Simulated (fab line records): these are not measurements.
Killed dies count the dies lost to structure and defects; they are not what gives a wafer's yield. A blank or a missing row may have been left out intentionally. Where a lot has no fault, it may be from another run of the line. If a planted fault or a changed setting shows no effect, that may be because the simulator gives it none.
fab line records -- flow n5_finfet
record: lots: 14, wafers: 41, last_day: 18
route steps=1938 shown SD_EPI_N@281 SD_EPI_P@307 SD_ACTIVATION@332 BEOL_M4@1111
lots that met no fault: taken from a fault-free run of the same line
start_h: hours from the record's opening day to when the first of the lot's shown wafers began -- wait_h: hours elapsed since this lot's preceding step -- " same as the row above -- L1.1+2: several wafers, shown together as one row -- - no value, or no start given -- * or withheld: withheld -- < > ~ a bound
route shown NAME@n: a module of which the file shows steps, and the number in the route of the first -- usual: mean/standard deviation taken from wafers without a fault -- same: alike in all rows -- chamber/n: place in a boat -- sites: the reading at each site -- _std_site: standard deviation across them -- _edge_site: inner sites' mean taken away from outer sites' mean -- radius_mm: for every site, how far away it sits from the centre of the wafer -- mask NAME#n: copy n -- behind: the last tool/chamber to shape the wafer -- hold: reason for holding the lot/hours on hold/outcome of the hold -- device: the transistor (n, p or np) that didn't switch -- end of line: at the end of the route, the tests of the same wafers -- a step without rows: its recipe alone -- killed: dies that structure and defects cost at the first sort, which is not the same as the wafer's yield -- map: the dies of a wafer, with x for killed, . for not killed, _ for no die there
set.NAME: the setting the step ran with; set.NAME@STEP: the setting that earlier step ran with -- model.NAME: the simulator's own value behind a step, which no gauge read
steps of the route over a sample of lots; a table a step, a row a wafer
services: a tool's chamber out of use, with start hour (start_h, from the record's first day; less than 0 if before it), hours out, and reason
== steps ==
step: N5_SD_EPI_N_SD_RECESS_17
recipe: chemistry: HBr/Cl2/O2, target_depth_a: 410, mask_material: SOC, time_s: 23.7, bt_time_s: 3, pressure_mtorr: 10, icp_w: 800, bias_w: 112, HBr_flow_sccm: 150, Cl2_flow_sccm: 80, O2_flow_sccm: 12
usual: drypump_motor_current_A: 5.5/0.5, mfc_cl2_sccm: 80.03/0.21, oes_product_au: 0.998/0.011, throttle_valve_pct: 37.2/0.3
same: time_s: 23.7
lot.wafer,tool,chamber,start_h,wait_h,drypump_motor_current_A,mfc_cl2_sccm,oes_product_au,rf_hours_counter_h,throttle_valve_pct
L210.3,rie_si-06,2,48.37,0.0,5.0,79.96,0.991,205,36.7
L210.4,rie_si-06,3,48.37,0.0,5.0,80.07,0.984,6,37.1
L210.6,rie_si-06,0,48.37,0.0,6.5,80.04,1.010,-,37.1
L211.1,rie_si-06,1,58.12,0.0,6.0,79.79,0.999,126,36.9
L211.3,rie_si-06,3,58.12,0.0,5.0,79.89,0.988,6,37.1
L211.5,rie_si-06,1,58.12,0.0,6.0,79.93,1.006,-,36.9
L212.1,rie_si-05,1,65.43,0.0,5.4,79.97,1.020,73,37.5
L212.4,rie_si-05,3,65.43,0.0,5.5,80.29,0.997,77,36.7
L212.6,rie_si-05,0,65.43,0.0,4.9,80.17,1.007,-,37.6
L215.1,rie_si-01,0,78.57,0.0,6.0,80.56,1.006,82,36.8
L215.4,rie_si-01,3,78.57,0.0,5.9,80.28,0.986,109,37.7
L215.6,rie_si-01,3,78.57,0.0,5.9,80.38,0.984,-,37.7
L217.3,rie_si-01,3,96.24,0.0,5.9,79.63,0.985,109,37.7
L217.5,rie_si-01,2,96.24,0.0,5.0,79.96,0.988,-,37.1
L217.6,rie_si-01,3,96.24,0.0,5.9,79.72,0.991,-,37.7
L224.1,rie_si-06,2,138.45,0.0,5.0,80.03,1.001,1,37.2
L224.4,rie_si-06,1,138.45,0.0,6.0,80.32,1.002,127,36.9
L224.5,rie_si-06,3,138.45,0.0,5.0,80.25,0.984,-,37.1
L225.1,rie_si-05,2,142.11,0.0,5.7,79.90,1.003,19,37.3
L225.5,rie_si-05,1,142.11,0.0,5.4,80.06,1.009,-,37.5
L225.6,rie_si-05,2,142.11,0.0,5.7,80.04,1.001,-,37.3
L227.1,rie_si-06,1,152.01,0.0,6.0,79.78,1.003,128,36.9
L227.2,rie_si-06,0,152.01,0.0,6.6,79.99,0.996,172,37.1
L227.4,rie_si-06,2,152.01,0.0,5.0,80.05,1.009,2,37.2
L228.1,rie_si-01,1,158.56,0.0,5.7,80.14,1.005,125,37.1
L228.2,rie_si-01,3,158.56,0.0,5.9,79.94,0.989,111,37.7
L228.3,rie_si-01,0,158.56,0.0,5.9,80.09,1.012,83,36.8
L229.1,rie_si-01,0,165.36,0.0,6.0,80.02,1.012,83,36.8
L229.3,rie_si-01,3,165.36,0.0,5.9,80.01,0.980,111,37.7
L229.4,rie_si-01,2,165.36,0.0,5.0,79.86,0.981,50,37.1
L230.3,rie_si-01,3,169.92,0.0,5.9,80.15,0.985,111,37.7
L230.4,rie_si-01,1,169.92,0.0,5.7,79.89,0.999,125,37.1
L230.6,rie_si-01,0,169.92,0.0,6.0,79.96,1.019,-,36.8
L231.2,rie_si-06,0,177.05,0.0,6.6,79.99,0.992,173,37.0
L231.5,rie_si-06,2,177.05,0.0,5.0,79.94,1.009,-,37.2
L231.6,rie_si-06,1,177.05,0.0,6.0,79.97,0.996,-,36.9
L232.3,rie_si-05,1,182.83,0.0,5.4,79.99,1.008,75,37.5
L232.5,rie_si-05,0,182.83,0.0,4.9,79.64,0.998,-,37.6
L232.6,rie_si-05,1,182.83,0.0,5.4,79.96,1.008,-,37.5
L233.2,rie_si-06,2,188.96,0.0,5.0,80.03,1.007,2,37.2
L233.5,rie_si-06,2,188.96,0.0,5.0,80.01,1.005,-,37.2
step: N5_SD_EPI_P_ETCH_36
recipe: chemistry: CF4, target: SiARC, target_depth_a: 455, mask_material: CAR-ArF-block, time_s: 75.8, ion_energy_ev: 80, pressure_mtorr: 40, source_w: 545, bias_w: 36, Ar_flow_sccm: 100, cf4_flow_sccm: 100, ends: cleared
usual: drypump_motor_current_A: 5.6/0.45, etch_rf_on_time_s: 76.7/2.8, oes_product_au: 0.67/0.084, rf_vpp_V: 184.0/1.2, showerhead_plenum_p_Torr: 2.14/0.058, throttle_valve_pct: 15.68/0.16
lot.wafer,tool,chamber,start_h,wait_h,drypump_motor_current_A,etch_rf_on_time_s,oes_product_au,rf_hours_counter_h,rf_vpp_V,showerhead_plenum_p_Torr,throttle_valve_pct
L210.3,rie_diel-03,1,52.41,0.0,5.4,77.9,0.59,238,184.0,2.02,16.00
L210.4,rie_diel-03,3,52.41,0.0,6.4,70.7,0.85,7,185.2,2.19,15.59
L210.6,rie_diel-03,0,52.41,0.0,5.1,79.6,0.62,-,183.5,2.16,15.73
L211.1,rie_diel-06,2,61.80,0.0,6.1,76.7,0.61,186,183.7,2.12,15.76
L211.3,rie_diel-06,1,61.80,0.0,5.7,75.7,0.66,138,184.4,2.14,15.72
L211.5,rie_diel-06,1,61.80,0.0,5.7,76.1,0.65,-,183.1,2.14,15.76
L212.1,rie_diel-03,3,69.84,0.0,6.3,72.8,0.82,14,183.8,2.19,15.61
L212.4,rie_diel-03,1,69.84,0.0,5.4,78.9,0.59,243,182.6,2.02,15.99
L212.6,rie_diel-03,0,69.84,0.0,5.1,81.3,0.62,-,183.4,2.16,15.75
L215.1,rie_diel-04,0,83.10,0.0,5.9,75.9,0.63,156,184.2,2.13,15.81
L215.4,rie_diel-04,1,83.10,0.0,5.2,74.0,0.63,174,182.9,2.13,15.57
L215.6,rie_diel-04,1,83.10,0.0,5.3,73.2,0.63,-,183.0,2.13,15.54
L217.3,rie_diel-06,3,100.91,0.0,6.2,75.4,0.78,16,185.3,2.19,15.40
L217.5,rie_diel-06,2,100.91,0.0,6.0,76.7,0.62,-,185.0,2.12,15.78
L217.6,rie_diel-06,3,100.91,0.0,6.2,75.7,0.78,-,185.2,2.19,15.39
L224.1,rie_diel-06,0,143.36,0.0,5.2,80.6,0.70,59,184.4,2.09,15.46
L224.4,rie_diel-06,1,143.36,0.0,5.7,75.7,0.64,-,183.2,2.13,15.80
L224.5,rie_diel-06,2,143.36,0.0,6.0,75.6,0.61,-,183.5,2.11,15.81
L225.1,rie_diel-03,3,146.53,0.0,6.4,73.3,0.78,37,184.1,2.18,15.66
L225.5,rie_diel-03,0,146.53,0.0,5.1,81.5,0.60,-,184.7,2.15,15.80
L225.6,rie_diel-03,2,146.53,0.0,5.3,78.0,0.56,-,183.2,2.11,15.70
L227.1,rie_diel-03,0,156.77,0.0,5.1,79.8,0.61,188,183.8,2.15,15.79
L227.2,rie_diel-03,2,156.77,0.0,5.3,76.5,0.57,248,184.5,2.11,15.70
L227.4,rie_diel-03,1,156.77,0.0,5.4,80.3,0.78,10,186.1,2.27,15.53
L228.1,rie_diel-03,1,163.74,0.0,5.4,78.7,0.77,12,183.5,2.27,15.55
L228.2,rie_diel-03,3,163.74,0.0,6.4,71.9,0.78,43,184.4,2.18,15.68
L228.3,rie_diel-03,0,163.74,0.0,5.1,79.1,0.61,190,183.7,2.15,15.80
L229.1,rie_diel-04,3,169.90,0.0,5.2,77.9,0.74,39,183.8,2.09,15.49
L229.3,rie_diel-04,2,169.90,0.0,5.7,72.4,0.61,227,182.0,2.04,16.01
L229.4,rie_diel-04,0,169.90,0.0,5.9,75.0,0.62,182,184.0,2.12,15.85
L230.3,rie_diel-03,0,173.70,0.0,5.1,78.7,0.61,194,184.6,2.15,15.83
L230.4,rie_diel-03,3,173.70,0.0,6.4,72.9,0.76,-,183.7,2.18,15.70
L230.6,rie_diel-03,0,173.70,0.0,5.1,78.1,0.61,-,184.2,2.15,15.81
L231.2,rie_diel-03,0,181.08,0.0,5.1,78.3,0.60,197,184.0,2.14,15.82
L231.5,rie_diel-03,1,181.08,0.0,5.4,78.8,0.76,-,184.7,2.27,15.55
L231.6,rie_diel-03,0,181.08,0.0,5.1,78.8,0.60,-,182.7,2.15,15.82
L232.3,rie_diel-04,3,187.01,0.0,5.2,78.2,0.73,44,183.6,2.09,15.49
L232.5,rie_diel-04,2,187.01,0.0,5.7,72.8,0.60,-,180.6,2.04,16.03
L232.6,rie_diel-04,3,187.01,0.0,5.1,78.6,0.74,-,183.2,2.09,15.49
L233.2,rie_diel-06,0,194.79,0.0,5.2,80.1,0.69,74,184.3,2.09,15.49
L233.5,rie_diel-06,1,194.79,0.0,5.7,76.7,0.63,-,184.4,2.13,15.81
step: N5_SD_EPI_P_ETCH_16
recipe: chemistry: CHF3/O2, target: SiO2, target_depth_a: 50, mask_material: SOC, pressure_mtorr: 30, source_w: 650, bias_w: 170, Ar_flow_sccm: 200, CHF3_flow_sccm: 50, O2_flow_sccm: 5, ion_energy_ev: 200
usual: drypump_motor_current_A: 5.6/0.45, oes_product_au: 0.79/0.1, rf_vpp_V: 534/24, showerhead_plenum_p_Torr: 2.41/0.071, throttle_valve_pct: 18.98/0.17
lot.wafer,tool,chamber,start_h,wait_h,drypump_motor_current_A,oes_product_au,rf_hours_counter_h,rf_vpp_V,showerhead_plenum_p_Torr,throttle_valve_pct
L210.3,rie_diel-03,1,52.99,0.1,5.4,0.70,238,558,2.29,19.30
L210.4,rie_diel-03,3,52.99,0.1,6.4,0.99,8,517,2.48,19.04
L210.6,rie_diel-03,0,52.99,0.1,5.1,0.74,-,564,2.43,19.03
L211.1,rie_diel-06,2,62.38,0.1,6.0,0.72,186,514,2.38,18.99
L211.3,rie_diel-06,1,62.38,0.1,5.7,0.78,138,564,2.39,18.95
L211.5,rie_diel-06,1,62.38,0.1,5.7,0.77,-,563,2.39,18.94
L212.1,rie_diel-03,3,70.42,0.1,6.4,0.97,14,518,2.48,19.06
L212.4,rie_diel-03,1,70.42,0.1,5.4,0.69,243,559,2.29,19.32
L212.6,rie_diel-03,0,70.42,0.1,5.1,0.75,-,565,2.43,19.04
L215.1,rie_diel-04,0,83.68,0.1,5.9,0.74,156,505,2.39,19.02
L215.4,rie_diel-04,1,83.68,0.1,5.3,0.74,174,509,2.40,18.83
L215.6,rie_diel-04,1,83.68,0.1,5.3,0.74,-,509,2.40,18.84
L217.3,rie_diel-06,3,101.49,0.1,6.2,0.92,16,532,2.48,18.77
L217.5,rie_diel-06,2,101.49,0.1,6.0,0.71,-,514,2.38,19.00
L217.6,rie_diel-06,3,101.49,0.1,6.2,0.92,-,533,2.48,18.78
L224.1,rie_diel-06,0,143.94,0.1,5.2,0.82,60,520,2.33,18.64
L224.4,rie_diel-06,1,143.94,0.1,5.7,0.75,-,563,2.38,18.98
L224.5,rie_diel-06,2,143.94,0.1,6.0,0.70,-,514,2.37,19.01
L225.1,rie_diel-03,3,147.11,0.1,6.4,0.92,37,519,2.47,19.10
L225.5,rie_diel-03,0,147.11,0.1,5.1,0.72,-,564,2.42,19.07
L225.6,rie_diel-03,2,147.11,0.1,5.3,0.66,-,531,2.38,18.92
L227.1,rie_diel-03,0,157.35,0.1,5.1,0.73,188,564,2.42,19.08
L227.2,rie_diel-03,2,157.35,0.1,5.3,0.66,249,528,2.37,18.93
L227.4,rie_diel-03,1,157.35,0.1,5.4,0.91,10,564,2.57,18.93
L228.1,rie_diel-03,1,164.32,0.1,5.3,0.91,13,565,2.57,18.94
L228.2,rie_diel-03,3,164.32,0.1,6.3,0.91,43,518,2.47,19.11
L228.3,rie_diel-03,0,164.32,0.1,5.1,0.72,190,562,2.42,19.09
L229.1,rie_diel-04,3,170.48,0.1,5.2,0.86,39,508,2.35,18.75
L229.3,rie_diel-04,2,170.48,0.1,5.7,0.70,227,499,2.30,19.37
L229.4,rie_diel-04,0,170.48,0.1,5.9,0.72,183,504,2.38,19.07
L230.3,rie_diel-03,0,174.28,0.1,5.1,0.73,194,564,2.41,19.09
L230.4,rie_diel-03,3,174.28,0.1,6.4,0.91,-,518,2.47,19.12
L230.6,rie_diel-03,0,174.28,0.1,5.1,0.72,-,563,2.41,19.08
L231.2,rie_diel-03,0,181.66,0.1,5.1,0.72,197,564,2.41,19.11
L231.5,rie_diel-03,1,181.66,0.1,5.4,0.90,-,566,2.56,18.95
L231.6,rie_diel-03,0,181.66,0.1,5.1,0.72,-,564,2.41,19.11
L232.3,rie_diel-04,3,187.59,0.1,5.2,0.86,44,508,2.34,18.76
L232.5,rie_diel-04,2,187.59,0.1,5.7,0.70,-,500,2.29,19.35
L232.6,rie_diel-04,3,187.59,0.1,5.2,0.87,-,508,2.34,18.76
L233.2,rie_diel-06,0,195.37,0.1,5.2,0.81,74,520,2.33,18.66
L233.5,rie_diel-06,1,195.37,0.1,5.7,0.74,-,564,2.38,19.00
step: N5_SD_EPI_P_EPI_21
recipe: material: SiGe:B, dopant: B, temp_c: 550, pressure_torr: 20, ambient: H2, time_s: 355
usual: epi_growth_time_s: 355/0, susceptor_temp_C: 549.98/0.25
lot.wafer,tool,chamber,start_h,wait_h,epi_growth_time_s,susceptor_temp_C
L210.3,epi_rpcvd-02,0,54.80,1.1,355,549.74
L210.4,epi_rpcvd-02,0,54.80,1.1,355,549.55
L210.6,epi_rpcvd-02,0,54.80,1.1,355,549.91
L211.1,epi_rpcvd-04,0,63.23,0.2,355,550.10
L211.3,epi_rpcvd-04,0,63.23,0.2,355,550.28
L211.5,epi_rpcvd-04,0,63.23,0.2,355,550.59
L212.1,epi_rpcvd-03,0,71.15,0.1,355,550.07
L212.4,epi_rpcvd-03,0,72.23,1.1,355,550.24
L212.6,epi_rpcvd-03,0,72.23,1.1,355,549.83
L215.1,epi_rpcvd-02,0,84.55,0.2,483.17,550.24
L215.4,epi_rpcvd-02,0,85.99,1.5,483.17,550.12
L215.6,epi_rpcvd-02,0,85.99,1.5,483.17,549.91
L217.3,epi_rpcvd-02,0,103.30,1.1,483.17,550.17
L217.5,epi_rpcvd-02,0,103.30,1.1,483.17,550.18
L217.6,epi_rpcvd-02,0,103.30,1.1,483.17,550.01
L224.1,epi_rpcvd-03,0,144.67,0.1,355,549.69
L224.4,epi_rpcvd-03,0,145.75,1.1,355,549.99
L224.5,epi_rpcvd-03,0,145.75,1.1,355,549.93
L225.1,epi_rpcvd-04,0,147.96,0.2,355,549.95
L225.5,epi_rpcvd-04,0,149.88,2.0,355,549.78
L225.6,epi_rpcvd-04,0,149.88,2.0,355,549.58
L227.1,epi_rpcvd-03,0,158.08,0.1,355,550.04
L227.2,epi_rpcvd-03,0,158.08,0.1,355,550.20
L227.4,epi_rpcvd-03,0,158.08,0.1,355,550.21
L228.1,epi_rpcvd-04,0,165.33,0.3,355,550.29
L228.2,epi_rpcvd-04,0,165.33,0.3,355,550.27
L228.3,epi_rpcvd-04,0,165.33,0.3,355,549.95
L229.1,epi_rpcvd-03,0,171.21,0.1,355,549.98
L229.3,epi_rpcvd-03,0,171.21,0.1,355,549.85
L229.4,epi_rpcvd-03,0,171.21,0.1,355,550.04
L230.3,epi_rpcvd-04,0,176.09,1.1,355,549.46
L230.4,epi_rpcvd-04,0,176.09,1.1,355,549.58
L230.6,epi_rpcvd-04,0,176.09,1.1,355,549.94
L231.2,epi_rpcvd-04,0,183.31,0.9,355,549.71
L231.5,epi_rpcvd-04,0,185.23,2.6,355,549.73
L231.6,epi_rpcvd-04,0,185.23,2.6,355,549.83
L232.3,epi_rpcvd-02,0,189.04,0.8,355,549.59
L232.5,epi_rpcvd-02,0,189.04,0.8,355,549.57
L232.6,epi_rpcvd-02,0,189.04,0.8,355,550.15
L233.2,epi_rpcvd-04,0,197.02,0.9,355,550.23
L233.5,epi_rpcvd-04,0,198.94,2.6,355,549.85
step: N5_SD_EPI_P_EPI_MEAS_23
recipe: mode: xrd
usual: thk_nm: 61.0/1.2
lot.wafer,tool,chamber,start_h,wait_h,thk_nm
L210.3,film_metro-01,-,56.76,1.5,61.4
L210.4,film_metro-01,-,56.76,1.5,60.6
L210.6,film_metro-01,-,56.76,1.5,63.3
L211.1,film_metro-01,-,66.15,2.4,59.8
L211.3,film_metro-01,-,66.15,2.4,59.2
L211.5,film_metro-01,-,66.15,2.4,60.8
L212.1,film_metro-01,-,73.35,1.8,60.0
L212.4,film_metro-01,-,73.35,1.8,60.9
L212.6,film_metro-01,-,73.35,1.8,61.2
L215.1,film_metro-01,-,87.46,2.4,72.4
L215.4,film_metro-01,-,87.46,2.4,75.3
L215.6,film_metro-01,-,87.46,2.4,74.6
L217.3,film_metro-02,-,105.28,1.5,76.4
L217.5,film_metro-02,-,105.28,1.5,77.0
L217.6,film_metro-02,-,105.28,1.5,76.7
L224.1,film_metro-01,-,146.88,1.9,61.8
L224.4,film_metro-01,-,146.88,1.9,63.0
L224.5,film_metro-01,-,146.88,1.9,61.0
L225.1,film_metro-02,-,150.89,2.5,60.7
L225.5,film_metro-02,-,150.89,2.5,62.0
L225.6,film_metro-02,-,150.89,2.5,60.7
L227.1,film_metro-01,-,160.27,1.8,60.0
L227.2,film_metro-01,-,160.27,1.8,61.7
L227.4,film_metro-01,-,160.27,1.8,60.5
L228.1,film_metro-02,-,169.22,3.3,62.5
L228.2,film_metro-02,-,169.22,3.3,61.9
L228.3,film_metro-02,-,169.22,3.3,61.7
L229.1,film_metro-01,-,173.42,1.9,60.1
L229.3,film_metro-01,-,173.42,1.9,60.2
L229.4,film_metro-01,-,173.42,1.9,59.4
L230.3,film_metro-01,-,178.05,1.5,62.8
L230.4,film_metro-01,-,178.05,1.5,62.8
L230.6,film_metro-01,-,178.05,1.5,61.1
L231.2,film_metro-01,-,186.55,2.6,59.7
L231.5,film_metro-01,-,186.55,2.6,62.1
L231.6,film_metro-01,-,186.55,2.6,60.4
L232.3,film_metro-01,-,190.52,1.1,63.5
L232.5,film_metro-01,-,190.52,1.1,62.8
L232.6,film_metro-01,-,190.52,1.1,62.0
L233.2,film_metro-02,-,200.26,2.6,61.6
L233.5,film_metro-02,-,200.26,2.6,62.5
step: N5_SD_ACTIVATION_RS_MEAS_03
recipe: thk_meas_gauge: four-point-probe
usual: RS_SD_N: 21.85/0.28, RS_SD_P: 56.2/0.86
lot.wafer,tool,chamber,start_h,wait_h,RS_SD_N[ohm/sq],RS_SD_P[ohm/sq]
L210.3,film_metro-01,-,57.40,0.2,21.98,56.3
L210.4,film_metro-01,-,57.40,0.2,21.52,56.1
L210.6,film_metro-01,-,57.40,0.2,21.84,55.7
L211.1,film_metro-01,-,66.81,0.2,21.49,56.5
L211.3,film_metro-01,-,66.81,0.2,21.53,57.6
L211.5,film_metro-01,-,66.81,0.2,21.38,56.6
L212.1,film_metro-01,-,73.95,0.2,21.95,55.8
L212.4,film_metro-01,-,73.95,0.2,21.61,55.6
L212.6,film_metro-01,-,73.95,0.2,21.83,55.1
L215.1,film_metro-02,-,88.07,0.2,21.42,46.1
L215.4,film_metro-02,-,88.07,0.2,21.80,45.2
L215.6,film_metro-02,-,88.07,0.2,21.57,45.6
L217.3,film_metro-01,-,106.02,0.2,22.24,45.1
L217.5,film_metro-01,-,106.02,0.2,22.35,45.0
L217.6,film_metro-01,-,106.02,0.2,22.78,45.2
L224.1,film_metro-01,-,147.57,0.2,21.78,56.4
L224.4,film_metro-01,-,147.57,0.2,21.63,56.5
L224.5,film_metro-01,-,147.57,0.2,21.98,56.0
L225.1,film_metro-01,-,151.50,0.2,22.51,54.9
L225.5,film_metro-01,-,151.50,0.2,22.02,54.9
L225.6,film_metro-01,-,151.50,0.2,21.85,55.2
L227.1,film_metro-01,-,160.88,0.2,21.87,56.2
L227.2,film_metro-01,-,160.88,0.2,21.52,55.4
L227.4,film_metro-01,-,160.88,0.2,21.74,56.1
L228.1,film_metro-02,-,169.89,0.2,21.93,54.9
L228.2,film_metro-02,-,169.89,0.2,22.22,55.3
L228.3,film_metro-02,-,169.89,0.2,22.10,55.3
L229.1,film_metro-01,-,174.28,0.2,21.75,56.8
L229.3,film_metro-01,-,174.28,0.2,22.28,57.7
L229.4,film_metro-01,-,174.28,0.2,21.76,57.6
L230.3,film_metro-01,-,178.71,0.2,21.98,54.7
L230.4,film_metro-01,-,178.71,0.2,21.61,54.6
L230.6,film_metro-01,-,178.71,0.2,21.86,54.7
L231.2,film_metro-02,-,187.39,0.2,22.12,56.3
L231.5,film_metro-02,-,187.39,0.2,22.18,55.8
L231.6,film_metro-02,-,187.39,0.2,22.14,55.5
L232.3,film_metro-01,-,191.17,0.2,21.36,55.9
L232.5,film_metro-01,-,191.17,0.2,21.72,56.1
L232.6,film_metro-01,-,191.17,0.2,21.64,55.6
L233.2,film_metro-02,-,200.90,0.2,21.58,56.0
L233.5,film_metro-02,-,200.90,0.2,22.07,56.7
step: N5_BEOL_M4_RC_MEAS_101
usual: DIBL_N: 36.0/2.5, DIBL_P: 36.2/3, IOFF_N: 0.16/0.044, IOFF_P: 0.21/0.049, ION_N: 671/15, ION_P: 461/8.7, RS_SD_P: 65.9/1, SS_N: 71.5/0.72, SS_P: 73.4/0.9, VT_N: 251/4.4, VT_P: -250/4
lot.wafer,tool,chamber,start_h,wait_h,DIBL_N[mV/V],DIBL_P[mV/V],IOFF_N[nA/um],IOFF_P[nA/um],ION_N[uA/um],ION_P[uA/um],RS_SD_P[ohm/sq],SS_N[mV/dec],SS_P[mV/dec],VT_N[mV],VT_P[mV]
L210.3,prober-01,0,180.36,0.3,34.7,33.8,0.13,0.20,653,456,66.2,71.5,72.0,255,-250
L210.4,prober-01,0,180.36,0.3,36.7,36.3,0.16,0.24,672,469,66.8,71.4,73.8,249,-243
L210.6,prober-01,0,180.36,0.3,33.9,32.7,0.12,0.19,667,468,65.6,71.0,72.1,252,-246
L211.1,prober-02,0,189.25,0.6,34.6,36.4,0.13,0.19,652,449,66.3,71.9,73.2,254,-252
L211.3,prober-02,0,189.25,0.6,33.6,35.3,0.13,0.17,660,452,68.2,71.7,73.2,253,-253
L211.5,prober-02,0,189.25,0.6,33.5,35.5,0.13,0.18,652,447,67.3,72.0,73.0,254,-255
L212.1,prober-01,0,189.85,0.8,39.1,39.3,0.23,0.27,683,463,64.9,73.2,74.2,247,-246
L212.4,prober-01,0,189.85,0.8,36.2,36.5,0.17,0.23,688,468,65.3,71.3,73.4,248,-248
L212.6,prober-01,0,189.85,0.8,35.8,34.4,0.16,0.20,659,451,65.5,71.9,73.2,249,-248
L215.1,prober-02,0,215.26,0.0,41.4,41.8,0.26,0.33,697,476,53.8,72.5,75.0,245,-242
L215.4,prober-02,0,215.26,0.0,38.8,39.1,0.19,0.27,673,466,53.4,73.0,74.2,247,-245
L215.6,prober-02,0,215.26,0.0,39.2,39.6,0.20,0.27,690,477,54.0,72.9,75.1,248,-247
L217.3,prober-02,0,223.87,0.3,37.0,36.6,0.16,0.22,669,466,53.7,72.0,73.2,254,-248
L217.5,prober-02,0,223.87,0.3,36.0,35.6,0.14,0.21,663,468,53.5,71.0,72.6,255,-247
L217.6,prober-02,0,223.87,0.3,39.7,40.1,0.21,0.28,700,482,53.1,72.0,74.0,246,-245
L225.1,prober-02,0,275.70,0.0,34.1,35.5,0.13,0.21,669,466,64.2,71.0,73.4,251,-248
L225.5,prober-02,0,275.70,0.0,37.7,38.3,0.21,0.25,676,466,64.5,72.5,74.1,247,-247
L225.6,prober-02,0,275.70,0.0,34.2,35.0,0.14,0.20,667,466,64.8,71.3,73.2,249,-252
L224.1,prober-01,0,276.68,0.0,34.6,35.0,0.12,0.17,659,452,65.0,70.8,72.6,257,-250
L224.4,prober-01,0,276.68,0.0,38.4,39.2,0.19,0.25,686,464,66.0,71.7,74.5,248,-249
L224.5,prober-01,0,276.68,0.0,39.2,41.3,0.21,0.28,685,466,64.7,72.1,73.9,247,-249
L228.1,prober-01,0,285.81,0.0,35.9,37.7,0.18,0.26,676,469,64.2,71.0,73.7,248,-244
L228.2,prober-01,0,285.81,0.0,34.4,35.8,0.14,0.22,655,460,63.9,70.9,73.8,255,-248
L228.3,prober-01,0,285.81,0.0,36.0,37.3,0.18,0.24,677,469,64.2,72.3,73.8,248,-247
L229.1,prober-01,0,286.74,0.4,33.0,31.1,0.10,0.15,653,454,65.9,71.0,71.9,258,-255
L229.3,prober-01,0,286.74,0.4,32.5,31.6,0.10,0.15,643,447,67.5,70.5,72.3,259,-253
L229.4,prober-01,0,286.74,0.4,35.2,35.9,0.14,0.21,668,456,67.9,71.3,73.8,250,-251
L227.1,prober-02,0,301.68,0.0,36.5,36.2,0.14,0.20,670,456,66.1,71.0,73.2,250,-254
L227.2,prober-02,0,301.68,0.0,40.5,40.6,0.22,0.27,674,460,65.0,72.4,74.5,246,-248
L227.4,prober-02,0,301.68,0.0,36.9,37.0,0.14,0.22,665,464,65.6,71.9,74.0,253,-250
L230.3,prober-02,0,306.95,0.3,36.2,37.6,0.16,0.25,674,477,64.3,71.6,73.7,250,-247
L230.4,prober-02,0,306.95,0.3,33.7,33.4,0.11,0.17,657,453,63.9,71.6,72.2,256,-254
L230.6,prober-02,0,306.95,0.3,39.4,39.8,0.22,0.28,694,471,64.7,73.2,73.9,243,-246
L232.3,prober-01,0,308.65,0.3,40.1,40.6,0.25,0.31,689,470,65.1,73.0,74.3,245,-242
L232.5,prober-01,0,308.65,0.3,36.2,35.1,0.13,0.19,651,453,65.4,71.1,73.0,255,-252
L232.6,prober-01,0,308.65,0.3,37.9,37.6,0.19,0.25,675,463,65.4,71.8,73.6,246,-246
L231.2,prober-01,0,309.42,0.6,36.4,36.3,0.17,0.25,678,473,66.5,72.1,73.6,251,-248
L231.5,prober-01,0,309.42,0.6,39.7,40.5,0.26,0.34,698,475,64.9,72.2,74.3,242,-244
L231.6,prober-01,0,309.42,0.6,34.3,32.5,0.13,0.18,672,460,65.4,70.5,72.5,251,-249
L233.2,prober-02,0,318.85,0.2,37.1,38.2,0.17,0.21,685,470,65.1,71.1,74.5,253,-253
L233.5,prober-02,0,318.85,0.2,34.0,34.5,0.12,0.16,675,460,65.0,70.8,73.5,252,-258
== services ==
tool,chamber,start_h,hours,kind
epi_rpcvd-02,-,34.84,2.3,repair
rie_si-06,0,37.78,3.2,repair
rie_si-01,1,48.21,6.2,repair
rie_si-05,0,81.21,1.4,repair
rie_diel-06,-,86.87,0.4,repair
rie_diel-03,1,94.69,-,clean
rie_diel-03,1,94.69,-,consumable_replace:focus_ring
rie_diel-03,1,94.69,-,consumable_replace:showerhead
rie_diel-03,1,94.69,23.9,scheduled_down
rie_diel-03,1,94.69,23.9,vent_cycle
epi_rpcvd-02,-,117.95,14.6,pm
rie_si-05,1,130.68,2.4,repair
rie_diel-06,3,133.56,10.2,repair
epi_rpcvd-03,-,137.65,2.8,pm
rie_si-05,2,143.00,9.1,repair
rie_diel-03,1,146.18,2.5,repair
rie_diel-03,-,159.37,0.7,repair
rie_diel-03,2,161.15,-,clean
rie_diel-03,2,161.15,-,consumable_replace:focus_ring
rie_diel-03,2,161.15,13.2,scheduled_down
rie_diel-03,2,161.15,13.2,vent_cycle
epi_rpcvd-02,-,166.86,2.8,pm
rie_si-05,2,166.90,1.2,repair
rie_diel-04,-,188.17,14.6,pm
== key ==
first_sign: step: N5_SD_EPI_P_EPI_21, reading: epi_growth_time_s, direction: up, sigmas: 99+, usual: *, struck: *
effect: step: N5_SD_EPI_P_EPI_MEAS_23, reading: thk_nm, direction: up, sigmas: 12, usual: *, struck: *
effect: step: N5_SD_ACTIVATION_RS_MEAS_03, reading: RS_SD_P, direction: down, sigmas: 13, usual: 56.2, struck: 45.4
effect: step: N5_BEOL_M4_RC_MEAS_101, reading: RS_SD_P, direction: down, sigmas: 12, usual: 65.9, struck: 53.6
met_at N5_SD_EPI_P_EPI_21
struck_lots L215,L217
sort_left_out L215.1,L215.4,L215.6,L217.3,L217.5,L217.6
not_acting_at N5_SD_EPI_N_SD_RECESS_17,N5_SD_EPI_P_ETCH_36,N5_SD_EPI_P_ETCH_16
onset_between 54.80 84.55
fault: kind: process_parameter_drift, tool: epi_rpcvd-02, chamber: -, onset_h: 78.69, steps: N5_SD_EPI_P_EPI_21, channel: epi_growth_time_s, offset: *, shape: step, end_h: 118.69, acts_in: *, stated: *
sort_left_out: the simulated sort isn't trusted on such a fault, so these wafers' sort isn't shown, and their yield isn't known
